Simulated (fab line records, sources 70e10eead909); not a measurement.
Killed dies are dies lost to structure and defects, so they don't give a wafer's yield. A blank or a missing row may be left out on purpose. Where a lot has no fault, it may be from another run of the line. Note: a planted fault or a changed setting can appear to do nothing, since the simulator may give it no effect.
fab line records -- flow nand-harc
[record] lots = 14, wafers = 42, last-day = 25
route steps=1159 shown P_CONTACT@219 END@1159
lots untouched by any fault: they come from a run of this same line in which no faults occurred
start-h: the number of hours between the record's first day and the start of the first shown wafer of the lot -- wait-h: time in hours since the lot's previous step -- " as in the row above -- L1.1+2: a row that stands for several wafers -- - either no value or no given start -- * or withheld: withheld -- < > ~ a bound
route shown NAME@n: a module of which the file shows steps, and the number in the route of the first -- usual: average and standard deviation across the fault-free wafers -- same: alike in all rows -- chamber/n: place in a boat -- sites: each site's reading -- _std_site: standard deviation of those values -- _edge_site: outer sites' mean less inner sites' -- radius-mm: for every site, how far away it sits from the centre of the wafer -- mask NAME#n: copy n -- behind: the last tool/chamber to shape the wafer -- hold: reason for holding the lot/hours on hold/outcome of the hold -- device: whichever transistor did not switch (one of n, p or np) -- end of line: at the end of the route, the tests of the same wafers -- for a step that has no rows: nothing shown but its recipe -- killed: not the wafer's yield, but the dies lost to structure and defects at the first sort -- map: a wafer's dies, x killed, . not, _ none there
set.NAME: the setting as run; set.NAME@STEP: as run at that earlier step -- model.NAME: the simulator's own value behind a step, which no gauge read
a sample of lots followed through the steps of the route, with each step as a table and each wafer as a row
services: a tool's chamber out of use, with start hour (start-h, from the record's first day; less than 0 if before it), hours out, and reason
[[steps]]
[step NHARC_P_CONTACT_CMP_01]
[recipe] target-thk-nm = 200, material = SiO2
[usual] motor-current-A = 12.6/1.5, slurry-filter-dp-kPa = 13.49/0.14
lot.wafer,tool,chamber,start-h,wait-h,motor-current-A,slurry-filter-dp-kPa
L900.2,cmp-01,2,105.94,-,12.0,13.67
L900.4,cmp-01,3,105.94,-,14.6,13.54
L900.6,cmp-01,2,105.94,-,12.1,13.37
L901.4,cmp-01,0,112.97,-,12.4,13.48
L901.6,cmp-01,1,112.97,-,15.1,13.42
L901.5,cmp-01,2,112.97,-,12.0,13.77
L903.3,cmp-03,3,124.20,-,10.2,13.16
L903.5,cmp-03,0,124.20,-,13.9,13.42
L903.6,cmp-03,1,124.20,-,13.2,13.45
L904.3,cmp-01,3,130.56,-,15.7,13.56
L904.6,cmp-01,0,130.56,-,11.7,13.60
L904.5,cmp-01,1,130.56,-,14.3,13.51
L907.4,cmp-03,3,155.23,0.4,10.5,13.43
L907.1,cmp-03,2,155.23,0.4,10.8,13.73
L907.5,cmp-03,0,155.23,0.4,13.0,13.80
L910.2,cmp-01,1,171.69,-,14.5,13.38
L910.1,cmp-01,3,171.69,-,14.5,13.48
L910.6,cmp-01,0,171.69,-,11.7,13.43
L912.2,cmp-03,1,185.10,-,14.1,13.51
L912.1,cmp-03,3,185.10,-,10.4,13.66
L912.6,cmp-03,1,185.10,-,14.1,13.72
L914.3,cmp-01,2,191.65,-,12.0,13.43
L914.1,cmp-01,0,191.65,-,12.3,13.33
L914.5,cmp-01,1,191.65,-,14.4,13.46
L916.3,cmp-04,2,198.40,0.4,11.2,13.57
L916.2,cmp-04,0,198.40,0.4,11.0,13.40
L916.6,cmp-04,1,198.40,0.4,12.0,13.56
L915.1,cmp-03,2,200.42,-,11.0,13.48
L915.4,cmp-03,3,200.42,-,9.7,13.48
L915.5,cmp-03,2,200.42,-,10.8,13.44
L917.3,cmp-03,2,213.00,-,10.5,13.52
L917.2,cmp-03,3,213.00,-,10.6,13.30
L917.5,cmp-03,1,213.00,-,13.6,13.38
L919.2,cmp-03,0,220.99,-,13.6,13.60
L919.4,cmp-03,2,220.99,-,11.1,13.74
L919.5,cmp-03,3,220.99,-,9.7,13.49
L920.3,cmp-04,0,227.88,-,10.6,13.47
L920.2,cmp-04,3,227.88,-,9.8,13.41
L920.5,cmp-04,1,227.88,-,11.8,13.63
L922.3,cmp-03,1,242.79,-,12.8,13.43
L922.6,cmp-03,0,242.79,-,13.7,13.62
L922.5,cmp-03,1,242.79,-,13.0,13.76
[step NHARC_P_CONTACT_CD_MEAS_12]
[recipe] target-cd-nm = 90, landing-energy-ev = 500
[usual] cd-nm = 90.0/0.63
lot.wafer,tool,chamber,start-h,wait-h,cd-nm
L900.2,cd-sem-02,0,106.79,-,88.7
L900.4,cd-sem-02,0,106.79,-,90.2
L900.6,cd-sem-02,0,106.79,-,90.6
L901.4,cd-sem-02,0,113.73,-,90.8
L901.5,cd-sem-02,0,113.73,-,90.1
L901.6,cd-sem-02,0,113.73,-,90.4
L903.3,cd-sem-01,0,124.97,-,89.8
L903.5,cd-sem-01,0,124.97,-,90.4
L903.6,cd-sem-01,0,124.97,-,90.8
L904.3,cd-sem-01,0,131.33,-,89.9
L904.5,cd-sem-01,0,131.33,-,89.1
L904.6,cd-sem-01,0,131.33,-,90.0
L907.1,cd-sem-01,0,156.06,-,89.5
L907.4,cd-sem-01,0,156.06,-,90.1
L907.5,cd-sem-01,0,156.06,-,90.3
L910.1,cd-sem-03,0,172.37,-,89.5
L910.2,cd-sem-03,0,172.37,-,89.7
L910.6,cd-sem-03,0,172.37,-,89.0
L912.1,cd-sem-01,0,185.93,-,91.0
L912.2,cd-sem-01,0,185.93,-,90.3
L912.6,cd-sem-01,0,185.93,-,90.7
L914.1,cd-sem-01,0,192.45,-,90.1
L914.3,cd-sem-01,0,192.45,-,91.0
L914.5,cd-sem-01,0,192.45,-,90.3
L916.2,cd-sem-01,0,199.20,-,90.5
L916.3,cd-sem-01,0,199.20,-,90.2
L916.6,cd-sem-01,0,199.20,-,90.3
L915.1,cd-sem-02,0,201.23,-,89.8
L915.4,cd-sem-02,0,201.23,-,89.3
L915.5,cd-sem-02,0,201.23,-,89.4
L917.2,cd-sem-03,0,213.77,-,89.3
L917.3,cd-sem-03,0,213.77,-,89.4
L917.5,cd-sem-03,0,213.77,-,90.5
L919.2,cd-sem-01,0,221.79,-,90.7
L919.4,cd-sem-01,0,221.79,-,89.6
L919.5,cd-sem-01,0,221.79,-,89.1
L920.2,cd-sem-02,0,228.72,-,89.2
L920.3,cd-sem-02,0,228.72,-,88.9
L920.5,cd-sem-02,0,228.72,-,89.8
L922.3,cd-sem-01,0,243.47,-,89.3
L922.5,cd-sem-01,0,243.47,-,89.7
L922.6,cd-sem-01,0,243.47,-,89.6
[step NHARC_P_CONTACT_ETCH_18]
[recipe] target-depth-a = 4810, time-s = 240.5, c4f8-flow-sccm = 20, o2-flow-sccm = 10, ar-flow-sccm = withheld, rf-w = 600, bias-w = 1500, chemistry = C4F8/O2/Ar
[usual] oes-product-au = 0.953/0.02, rf-vpp-V = 981/4.1
lot.wafer,tool,chamber,start-h,wait-h,oes-product-au,rf-hours-counter-h,rf-vpp-V
L900.2,rie-diel-04,1,107.45,-,0.957,14,980
L900.4,rie-diel-04,0,107.45,-,0.955,14,988
L900.6,rie-diel-04,1,107.45,-,0.957,-,982
L901.4,rie-diel-01,0,114.43,-,0.972,17,982
L901.5,rie-diel-01,2,114.43,-,0.969,-,977
L901.6,rie-diel-01,3,114.43,-,0.976,-,974
L903.3,rie-diel-05,0,125.64,-,0.940,46,974
L903.5,rie-diel-05,0,125.64,-,0.934,-,975
L903.6,rie-diel-05,1,125.64,-,0.940,-,986
L904.3,rie-diel-04,0,132.13,-,0.966,1,989
L904.6,rie-diel-04,2,132.13,-,0.961,-,981
L904.5,rie-diel-04,3,132.13,-,0.957,-,982
L907.1,rie-diel-05,0,156.76,-,0.938,60,974
L907.4,rie-diel-05,2,156.76,-,0.976,60,975
L907.5,rie-diel-05,0,156.76,-,0.940,-,974
L910.1,rie-diel-01,1,173.04,-,0.933,2,982
L910.2,rie-diel-01,3,173.04,-,0.856,3,973
L910.6,rie-diel-01,1,173.04,-,0.925,-,982
L912.1,rie-diel-01,3,186.71,-,0.857,5,972
L912.2,rie-diel-01,1,186.71,-,0.945,4,982
L912.6,rie-diel-01,2,186.71,-,0.947,-,979
L914.3,rie-diel-01,3,193.12,-,0.866,6,973
L914.1,rie-diel-01,0,193.12,-,0.963,6,982
L914.5,rie-diel-01,0,193.12,-,0.958,-,984
L916.2,rie-diel-04,0,199.87,-,0.926,7,989
L916.3,rie-diel-04,1,199.87,-,0.930,6,983
L916.6,rie-diel-04,0,199.87,-,0.931,-,988
L915.4,rie-diel-04,3,201.93,-,0.961,8,980
L915.1,rie-diel-04,0,201.93,-,0.971,8,987
L915.5,rie-diel-04,1,201.93,-,0.952,-,980
L917.2,rie-diel-04,3,214.46,-,0.953,9,981
L917.3,rie-diel-04,1,214.46,-,0.979,8,980
L917.5,rie-diel-04,2,214.46,-,0.981,-,982
L919.4,rie-diel-04,1,222.45,-,0.938,9,979
L919.2,rie-diel-04,0,222.45,-,0.966,10,986
L919.5,rie-diel-04,1,222.45,-,0.948,-,982
L920.2,rie-diel-04,1,229.38,-,0.961,10,979
L920.3,rie-diel-04,0,229.38,-,0.981,11,986
L920.5,rie-diel-04,1,229.38,-,0.974,-,980
L922.3,rie-diel-04,2,244.17,-,0.930,11,980
L922.5,rie-diel-04,0,244.17,-,0.925,-,988
L922.6,rie-diel-04,1,244.17,-,0.903,-,980
[step NHARC_P_CONTACT_ALD_22]
[recipe] target-thk-a = 30, pulse-time-s = 1, ald-cycles = 150, temp-c = 450, material = TiN
[usual] heater-power-w = 1057/55, precursor-pulse-height-rel = 0.997/0.021
lot.wafer,tool,chamber,start-h,wait-h,heater-power-w,precursor-pulse-height-rel
L900.4,ald-metal-02,2,108.82,-,995,1.020
L900.2,ald-metal-02,0,108.82,-,1009,0.981
L900.6,ald-metal-02,1,108.82,-,1008,0.964
L901.4,ald-metal-04,2,115.94,-,1130,1.000
L901.5,ald-metal-04,2,115.94,-,1155,0.980
L901.6,ald-metal-04,3,115.94,-,1037,0.995
L903.3,ald-metal-02,2,127.01,-,967,1.021
L903.5,ald-metal-02,1,127.01,-,998,1.001
L903.6,ald-metal-02,2,127.01,-,996,0.973
L904.3,ald-metal-03,1,133.51,-,1152,0.989
L904.5,ald-metal-03,0,133.51,-,992,0.986
L904.6,ald-metal-03,1,133.51,-,1170,1.002
L907.4,ald-metal-04,2,158.22,-,1142,1.020
L907.1,ald-metal-04,3,158.22,-,1023,0.941
L907.5,ald-metal-04,1,158.22,-,1121,0.978
L910.1,ald-metal-04,0,174.38,-,1113,1.023
L910.2,ald-metal-04,1,174.38,-,1077,1.011
L910.6,ald-metal-04,0,174.38,-,1109,1.019
L912.1,ald-metal-03,0,188.06,-,1028,0.990
L912.2,ald-metal-03,1,188.06,-,1103,0.977
L912.6,ald-metal-03,3,188.06,-,1043,0.989
L914.1,ald-metal-03,0,194.49,-,1017,0.974
L914.3,ald-metal-03,1,194.49,-,1117,1.020
L914.5,ald-metal-03,1,194.49,-,1134,0.983
L916.2,ald-metal-02,1,201.26,-,995,1.004
L916.3,ald-metal-02,2,201.26,-,996,1.007
L916.6,ald-metal-02,2,201.26,-,986,1.027
L915.4,ald-metal-03,3,203.26,-,1025,0.989
L915.1,ald-metal-03,0,203.26,-,1048,0.975
L915.5,ald-metal-03,3,203.26,-,1045,1.004
L917.2,ald-metal-04,2,215.85,-,1127,1.050
L917.3,ald-metal-04,0,215.85,-,1097,1.005
L917.5,ald-metal-04,3,215.85,-,1023,0.972
L919.2,ald-metal-02,3,223.80,-,1092,0.982
L919.4,ald-metal-02,2,223.80,-,1000,0.981
L919.5,ald-metal-02,3,223.80,-,1125,0.997
L920.2,ald-metal-03,2,230.73,-,1130,1.008
L920.3,ald-metal-03,0,230.73,-,1008,0.989
L920.5,ald-metal-03,3,230.73,-,1033,1.023
L922.3,ald-metal-04,3,245.50,-,1028,1.022
L922.5,ald-metal-04,2,245.50,-,1096,1.003
L922.6,ald-metal-04,3,245.50,-,1039,1.013
[step NHARC_END_SORT_01]
[recipe] temp-c = 25
[usual] killed-at-array = 27/11, killed-at-other = 0.7/1.1, killed-at-periphery = 3.6/2.4, killed-dies = 32/11, killed-open = 3.3/1.8, killed-short = 2.1/1.5
[same] gross-dies = 677
lot.wafer,tool,chamber,start-h,wait-h,killed-at-array,killed-at-other,killed-at-periphery,killed-dies,killed-open,killed-short
L900.2,prober-01,0,447.45,2.8,24,0,0,24,3,2
L900.4,prober-01,0,449.06,3.4,21,0,4,25,5,2
L900.6,prober-01,0,450.67,4.0,18,0,4,22,2,0
L904.3,prober-01,0,456.06,3.1,15,0,7,22,1,6
L904.5,prober-01,0,457.67,3.7,18,0,6,24,5,2
L904.6,prober-01,0,458.47,4.0,15,0,5,20,2,6
L903.3,prober-02,0,470.00,3.1,32,0,4,36,3,3
L903.5,prober-02,0,471.57,3.6,18,0,1,19,1,0
L903.6,prober-02,0,472.36,3.9,32,0,3,35,4,2
L907.1,prober-02,0,494.34,2.5,35,0,4,39,1,2
L907.4,prober-02,0,496.74,3.4,25,1,7,33,3,2
L907.5,prober-02,0,497.55,3.7,32,0,6,38,3,4
L910.1,prober-02,0,502.12,2.5,33,1,3,37,6,3
L910.2,prober-02,0,502.92,2.8,39,0,638,677,5,1
L910.6,prober-02,0,506.11,4.0,26,0,4,30,4,2
L912.1,prober-01,0,509.93,2.5,40,0,637,677,7,3
L912.2,prober-01,0,510.73,2.8,27,0,3,30,4,0
L912.6,prober-01,0,513.92,4.0,34,0,2,36,5,0
L914.1,prober-01,0,525.54,2.5,11,1,1,13,0,4
L914.3,prober-01,0,527.11,3.1,9,0,668,677,0,3
L914.5,prober-01,0,528.69,3.6,12,1,1,14,4,3
L917.2,prober-01,0,552.99,2.8,16,0,4,20,5,1
L917.3,prober-01,0,553.79,3.1,14,0,0,14,2,2
L917.5,prober-01,0,555.38,3.7,10,2,8,20,4,1
// killed by level:class
L900.2 A_SLIT:chamber-film-flake=13 A_CONTACT:geometric-particle:open=2 A_WL_FILL:chamber-film-flake=2 A_CONTACT:chamber-film-flake=2 A_ONON_D1:geometric-particle:open=1 A_CHANNEL_FILL_D1:geometric-particle:short=1 A_WL_FILL:geometric-particle:short=1 A_CHANNEL_HOLE_D1:chamber-film-flake=1
L900.4 A_SLIT:chamber-film-flake=6 A_CONTACT:chamber-film-flake=5 A_M0:geometric-particle:open=2 A_CHANNEL_HOLE_D1:chamber-film-flake=2 A_WL_FILL:chamber-film-flake=2 P_STI:geometric-particle:open=1 P_M1:geometric-particle:open=1 A_ONON_D1:geometric-particle:short=1
L900.6 A_SLIT:chamber-film-flake=6 A_WL_FILL:chamber-film-flake=4 A_CHANNEL_HOLE_D1:chamber-film-flake=3 A_STAIRCASE:chamber-film-flake=2 A_CONTACT:chamber-film-flake=2 P_GATE:geometric-particle:open=1 A_WL_FILL:geometric-particle:open=1 P_STI:chamber-film-flake=1
L904.3 P_ZERO_WELL:chamber-film-flake=6 A_WL_FILL:geometric-particle:short=3 A_STAIRCASE:chamber-film-flake=3 A_CONTACT:chamber-film-flake=3 A_WL_FILL:chamber-film-flake=2 P_CONTACT:geometric-particle:short=1 A_CHANNEL_FILL_D1:geometric-particle:open=1 A_CHANNEL_FILL_D1:geometric-particle:short=1
L904.5 A_STAIRCASE:chamber-film-flake=5 P_CONTACT:geometric-particle:open=3 A_CONTACT:chamber-film-flake=3 A_CHANNEL_HOLE_D1:geometric-particle:short=2 A_CHANNEL_HOLE_D1:chamber-film-flake=2 A_CHANNEL_FILL_D1:chamber-film-flake=2 A_WL_FILL:chamber-film-flake=2 A_SGD_CUT:geometric-particle:open=1
L904.6 A_CHANNEL_HOLE_D1:chamber-film-flake=5 A_WL_FILL:geometric-particle:short=3 P_ZERO_WELL:chamber-film-flake=3 A_CONTACT:chamber-film-flake=2 P_STI:geometric-particle:short=1 P_CONTACT:geometric-particle:open=1 A_CHANNEL_HOLE_D1:geometric-particle:short=1 A_WL_FILL:geometric-particle:open=1
L903.3 A_CHANNEL_HOLE_D1:chamber-film-flake=13 A_SLIT:chamber-film-flake=7 A_WL_FILL:geometric-particle:short=3 A_STAIRCASE:chamber-film-flake=3 A_CONTACT:chamber-film-flake=3 P_STI:geometric-particle:open=1 P_CONTACT:geometric-particle:open=1 P_M0:geometric-particle:open=1
L903.5 A_CHANNEL_HOLE_D1:chamber-film-flake=7 A_STAIRCASE:chamber-film-flake=5 A_SLIT:chamber-film-flake=4 P_GATE:geometric-particle:open=1 A_ZERO_WELL:chamber-film-flake=1 A_CONTACT:chamber-film-flake=1
L903.6 A_CHANNEL_HOLE_D1:chamber-film-flake=11 A_SLIT:chamber-film-flake=8 A_STAIRCASE:chamber-film-flake=3 A_CONTACT:chamber-film-flake=3 A_CONTACT:geometric-particle:open=2 A_ZERO_WELL:chamber-film-flake=2 P_CONTACT:geometric-particle:open=1 P_M0:geometric-particle:open=1
L907.1 A_CHANNEL_HOLE_D1:chamber-film-flake=20 A_SLIT:chamber-film-flake=11 P_ZERO_WELL:chamber-film-flake=3 P_M0:geometric-particle:open=1 A_SOURCE_PLATE:geometric-particle:short=1 A_WL_FILL:geometric-particle:short=1 A_STAIRCASE:chamber-film-flake=1 A_CONTACT:chamber-film-flake=1
L907.4 A_CHANNEL_HOLE_D1:chamber-film-flake=13 A_SLIT:chamber-film-flake=6 P_M0:geometric-particle:open=2 P_GATE:chamber-film-flake=2 A_STAIRCASE:chamber-film-flake=2 P_M1:geometric-particle:open=1 A_WL_FILL:geometric-particle:short=1 A_CONTACT:geometric-particle:short=1
L907.5 A_CHANNEL_HOLE_D1:chamber-film-flake=16 A_SLIT:chamber-film-flake=7 P_ZERO_WELL:chamber-film-flake=2 A_STAIRCASE:chamber-film-flake=2 A_CONTACT:chamber-film-flake=2 P_CONTACT:geometric-particle:open=1 P_M0:geometric-particle:short=1 A_CHANNEL_FILL_D1:geometric-particle:open=1
L910.1 A_SLIT:chamber-film-flake=10 A_CONTACT:chamber-film-flake=6 A_CHANNEL_HOLE_D1:chamber-film-flake=5 A_M0:geometric-particle:open=3 P_ZERO_WELL:chamber-film-flake=2 A_STAIRCASE:chamber-film-flake=2 A_WL_FILL:chamber-film-flake=2 P_CONTACT:geometric-particle:open=1
L910.2 P_CONTACT:area-etch=633 A_SLIT:chamber-film-flake=21 A_CHANNEL_HOLE_D1:chamber-film-flake=5 P_ZERO_WELL:chamber-film-flake=4 A_M0:geometric-particle:open=3 A_WL_FILL:chamber-film-flake=3 A_CONTACT:chamber-film-flake=3 A_SOURCE_PLATE:geometric-particle:open=1
L910.6 A_SLIT:chamber-film-flake=10 A_CONTACT:chamber-film-flake=9 P_ZERO_WELL:chamber-film-flake=3 A_ONON_D1:geometric-particle:short=2 P_GATE:geometric-particle:open=1 A_SGD_CUT:geometric-particle:open=1 A_CONTACT:geometric-particle:open=1 A_M0:geometric-particle:open=1
L912.1 P_CONTACT:area-etch=636 A_SLIT:chamber-film-flake=14 A_CONTACT:chamber-film-flake=8 A_CHANNEL_HOLE_D1:chamber-film-flake=6 A_SOURCE_PLATE:geometric-particle:open=3 A_STAIRCASE:chamber-film-flake=2 A_CHANNEL_FILL_D1:geometric-particle:open=1 A_SGD_CUT:geometric-particle:short=1
L912.2 A_SLIT:chamber-film-flake=10 A_CONTACT:chamber-film-flake=9 A_CHANNEL_HOLE_D1:chamber-film-flake=3 P_M1:chamber-film-flake=2 A_ONON_D1:geometric-particle:open=1 A_CONTACT:geometric-particle:open=1 A_BLC:geometric-particle:open=1 A_M0:geometric-particle:open=1
L912.6 A_SLIT:chamber-film-flake=12 A_CONTACT:chamber-film-flake=11 A_CHANNEL_HOLE_D1:chamber-film-flake=6 A_CONTACT:geometric-particle:open=2 P_GATE:geometric-particle:open=1 A_ONON_D1:geometric-particle:open=1 A_M0:geometric-particle:open=1 P_M1:chamber-film-flake=1
L914.1 A_CHANNEL_HOLE_D1:chamber-film-flake=4 A_CONTACT:chamber-film-flake=3 A_CONTACT:geometric-particle:short=2 A_WL_FILL:geometric-particle:short=1 A_M0:geometric-particle:short=1 P_M1:chamber-film-flake=1 THIN_TSV:chamber-film-flake=1
L914.3 P_CONTACT:area-etch=667 A_CHANNEL_HOLE_D1:chamber-film-flake=4 A_WL_FILL:chamber-film-flake=2 P_M1:geometric-particle:short=1 A_ONON_D1:geometric-particle:short=1 A_SGD_CUT:geometric-particle:short=1 A_CONTACT:chamber-film-flake=1
L914.5 A_STAIRCASE:chamber-film-flake=2 A_WL_FILL:chamber-film-flake=2 A_CONTACT:chamber-film-flake=2 P_M1:geometric-particle:open=1 A_ONON_D1:geometric-particle:short=1 A_CHANNEL_FILL_D1:geometric-particle:short=1 A_WL_FILL:geometric-particle:open=1 A_WL_FILL:geometric-particle:short=1
L917.2 A_CHANNEL_HOLE_D1:chamber-film-flake=5 A_ZERO_WELL:chamber-film-flake=3 A_CONTACT:chamber-film-flake=3 A_STAIRCASE:chamber-film-flake=2 P_GATE:geometric-particle:open=1 P_M0:geometric-particle:open=1 P_M1:geometric-particle:open=1 A_CHANNEL_HOLE_D1:geometric-particle:open=1
L917.3 A_CHANNEL_HOLE_D1:chamber-film-flake=4 A_STAIRCASE:chamber-film-flake=4 A_ONON_D1:geometric-particle:short=1 A_CHANNEL_FILL_D1:geometric-particle:short=1 A_CHANNEL_FILL_D1:geometric-particle:open=1 A_WL_FILL:geometric-particle:open=1 A_ZERO_WELL:chamber-film-flake=1 A_CONTACT:chamber-film-flake=1
L917.5 A_CONTACT:chamber-film-flake=6 P_M0:geometric-particle:open=4 A_STAIRCASE:chamber-film-flake=2 THIN_TSV:chamber-film-flake=2 P_M0:geometric-particle:short=1 P_ZERO_WELL:chamber-film-flake=1 P_M0:chamber-film-flake=1 P_M1:chamber-film-flake=1
[[services]]
tool,chamber,start-h,hours,kind
rie-diel-05,0,86.22,1.5,repair
rie-diel-04,0,90.95,-,clean
rie-diel-04,1,90.95,-,clean
rie-diel-04,2,90.95,-,clean
rie-diel-05,-,101.42,4.1,repair
cmp-04,-,105.00,4.0,pm
rie-diel-04,-,111.90,9.0,pm
rie-diel-04,1,129.98,6.6,repair
rie-diel-01,-,137.80,9.0,pm
ald-metal-03,2,139.07,1.8,repair
ald-metal-03,-,144.00,10.0,pm
ald-metal-03,1,155.54,23.8,repair
cmp-03,-,156.00,4.0,pm
rie-diel-05,-,163.67,9.0,pm
cmp-01,-,179.74,4.0,pm
ald-metal-02,-,184.49,0.2,repair
ald-metal-02,-,186.00,10.0,pm
rie-diel-05,3,189.65,21.6,repair
cmp-04,-,203.00,4.0,pm
rie-diel-05,0,207.28,3.5,repair
cmp-01,-,220.09,1.1,repair
rie-diel-04,-,226.02,1.5,repair
ald-metal-04,-,228.02,10.0,pm
cmp-04,-,239.84,0.8,repair
[[key]]
[first-sign] step = NHARC_P_CONTACT_ETCH_18, reading = oes-product-au, direction = down, sigmas = 4.6, usual = 0.953, struck = 0.859
[effect] step = NHARC_END_SORT_01, reading = killed-at-periphery, direction = up, sigmas = 99+, usual = 3.6, struck = 647.7
[more-kills-born-at] NHARC_P_CONTACT_ETCH_18@rie-diel-01 = 1936
met-at NHARC_P_CONTACT_ETCH_18
struck-lots L910,L912,L914
struck-wafers L910.2,L912.1,L914.3
later-rows-left-out L910.2,L912.1,L914.3
tester-left-out L910,L912,L914
not-acting-at NHARC_P_CONTACT_CMP_01,NHARC_P_CONTACT_CD_MEAS_12,NHARC_P_CONTACT_ALD_22
onset-between 114.43 173.04
[fault] kind = process-parameter-drift, tool = rie-diel-01, chamber = 3, onset-h = 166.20, steps = NHARC_P_CONTACT_ETCH_18, channel = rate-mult, offset = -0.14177, shape = step, end-h = 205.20
// tester-left-out: of these lots the tester's yield and bins aren't shown, on N5 and GAA mostly nor the transistor test; their killed dies are dies lost to structure and defects alone, not to doping, threshold or leakage, so they don't give the yield
// later-rows-left-out: the simulator's readings of these wafers behind a module that went badly wrong aren't trusted and aren't shown, but for the sort
